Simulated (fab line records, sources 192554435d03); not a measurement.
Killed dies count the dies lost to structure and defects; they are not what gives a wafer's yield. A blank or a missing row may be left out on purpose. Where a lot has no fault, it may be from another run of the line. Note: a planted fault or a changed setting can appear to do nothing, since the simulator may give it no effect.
Matching of chambers :: flow n5Finfet :: N5_BEOL_M9_ETCH_66 on rieDiel-06 has 4 sister chambers
The step etches SOC in N2/H2, target depth 80 nm, overetch 16 nm, time 120 s. 18 wafers are shown with their chamber, then 9 later ones without.

## WAFERS PAIRED WITH THEIR CHAMBERS
wafer: L074.1
chamber: 3
showerheadPlenumPTorr (Torr): 2.70
drypumpMotorCurrentA (A): 5.3
throttleValvePct (%): 17.31

wafer: L074.2
chamber: 1
showerheadPlenumPTorr (Torr): 2.34
drypumpMotorCurrentA (A): 5.9
throttleValvePct (%): 18.19

wafer: L074.3
chamber: 2
showerheadPlenumPTorr (Torr): 2.43
drypumpMotorCurrentA (A): 5.9
throttleValvePct (%): 18.22

wafer: L075.1
chamber: 3
showerheadPlenumPTorr (Torr): 2.70
drypumpMotorCurrentA (A): 5.3
throttleValvePct (%): 17.31

wafer: L075.5
chamber: 3
showerheadPlenumPTorr (Torr): 2.70
drypumpMotorCurrentA (A): 5.3
throttleValvePct (%): 17.33

wafer: L075.6
chamber: 2
showerheadPlenumPTorr (Torr): 2.43
drypumpMotorCurrentA (A): 5.8
throttleValvePct (%): 18.22

wafer: L081.1
chamber: 2
showerheadPlenumPTorr (Torr): 2.42
drypumpMotorCurrentA (A): 5.9
throttleValvePct (%): 18.23

wafer: L081.4
chamber: 0
showerheadPlenumPTorr (Torr): 2.67
drypumpMotorCurrentA (A): 5.7
throttleValvePct (%): 17.98

wafer: L081.6
chamber: 1
showerheadPlenumPTorr (Torr): 2.34
drypumpMotorCurrentA (A): 5.9
throttleValvePct (%): 18.22

wafer: L085.1
chamber: 3
showerheadPlenumPTorr (Torr): 2.69
drypumpMotorCurrentA (A): 5.3
throttleValvePct (%): 17.37

wafer: L085.4
chamber: 1
showerheadPlenumPTorr (Torr): 2.33
drypumpMotorCurrentA (A): 5.9
throttleValvePct (%): 18.24

wafer: L085.6
chamber: 0
showerheadPlenumPTorr (Torr): 2.66
drypumpMotorCurrentA (A): 5.7
throttleValvePct (%): 18.00

wafer: L086.1
chamber: 1
showerheadPlenumPTorr (Torr): 2.33
drypumpMotorCurrentA (A): 5.9
throttleValvePct (%): 18.23

wafer: L086.4
chamber: 0
showerheadPlenumPTorr (Torr): 2.66
drypumpMotorCurrentA (A): 5.7
throttleValvePct (%): 17.99

wafer: L086.5
chamber: 1
showerheadPlenumPTorr (Torr): 2.33
drypumpMotorCurrentA (A): 5.9
throttleValvePct (%): 18.22

wafer: L087.3
chamber: 0
showerheadPlenumPTorr (Torr): 2.66
drypumpMotorCurrentA (A): 5.7
throttleValvePct (%): 18.01

wafer: L087.4
chamber: 2
showerheadPlenumPTorr (Torr): 2.42
drypumpMotorCurrentA (A): 5.9
throttleValvePct (%): 18.25

wafer: L087.6
chamber: 3
showerheadPlenumPTorr (Torr): 2.69
drypumpMotorCurrentA (A): 5.3
throttleValvePct (%): 17.38

SIGNATURES, as means of the wafers listed above
reading: showerheadPlenumPTorr
chamber 0: 2.6625
chamber 1: 2.3340
chamber 2: 2.4250
chamber 3: 2.6960
scatter within a chamber: 0.00544

reading: drypumpMotorCurrentA
chamber 0: 5.700
chamber 1: 5.900
chamber 2: 5.875
chamber 3: 5.300
scatter within a chamber: 0.0231

reading: throttleValvePct
chamber 0: 17.9950
chamber 1: 18.2200
chamber 2: 18.2300
chamber 3: 17.3400
scatter within a chamber: 0.0222
Rule: a wafer's distance from a chamber is the root of the sum, over the readings, of the square of ((its reading less the chamber's mean) divided by the reading's scatter). If the next closest chamber is less than 2 further off than the closest, the wafer can't be placed; otherwise it belongs to the closest. How the scatter is found: for the shown wafers, subtract from each reading the mean of its chamber, square and add these, divide the total by (wafers less chambers), then take the root.

## WAFERS MISSING THEIR CHAMBER
wafer: L094.1
showerheadPlenumPTorr (Torr): 2.42
drypumpMotorCurrentA (A): 5.9
throttleValvePct (%): 18.26

wafer: L094.4
showerheadPlenumPTorr (Torr): 2.68
drypumpMotorCurrentA (A): 5.3
throttleValvePct (%): 17.39

wafer: L094.6
showerheadPlenumPTorr (Torr): 2.68
drypumpMotorCurrentA (A): 5.3
throttleValvePct (%): 17.38

wafer: L095.2
showerheadPlenumPTorr (Torr): 2.65
drypumpMotorCurrentA (A): 5.7
throttleValvePct (%): 18.04

wafer: L095.3
showerheadPlenumPTorr (Torr): 2.33
drypumpMotorCurrentA (A): 5.9
throttleValvePct (%): 18.27

wafer: L095.6
showerheadPlenumPTorr (Torr): 2.33
drypumpMotorCurrentA (A): 6.0
throttleValvePct (%): 18.26

wafer: L096.1
showerheadPlenumPTorr (Torr): 2.65
drypumpMotorCurrentA (A): 5.8
throttleValvePct (%): 18.04

wafer: L096.2
showerheadPlenumPTorr (Torr): 2.68
drypumpMotorCurrentA (A): 5.3
throttleValvePct (%): 17.39

wafer: L096.5
showerheadPlenumPTorr (Torr): 2.33
drypumpMotorCurrentA (A): 5.9
throttleValvePct (%): 18.27

## CHAMBER TAKEN BY EACH
wafer: L094.1
from the rows above: 2
in truth: 2

wafer: L094.4
from the rows above: 3
in truth: 3

wafer: L094.6
from the rows above: 3
in truth: 3

wafer: L095.2
from the rows above: 0
in truth: 0

wafer: L095.3
from the rows above: 1
in truth: 1

wafer: L095.6
from the rows above: 1
in truth: 1

wafer: L096.1
from the rows above: 0
in truth: 0

wafer: L096.2
from the rows above: 3
in truth: 3

wafer: L096.5
from the rows above: 1
in truth: 1
Correct placement for 9 of the 9. Left unplaced by these rows: 0. 0 placed wrongly.
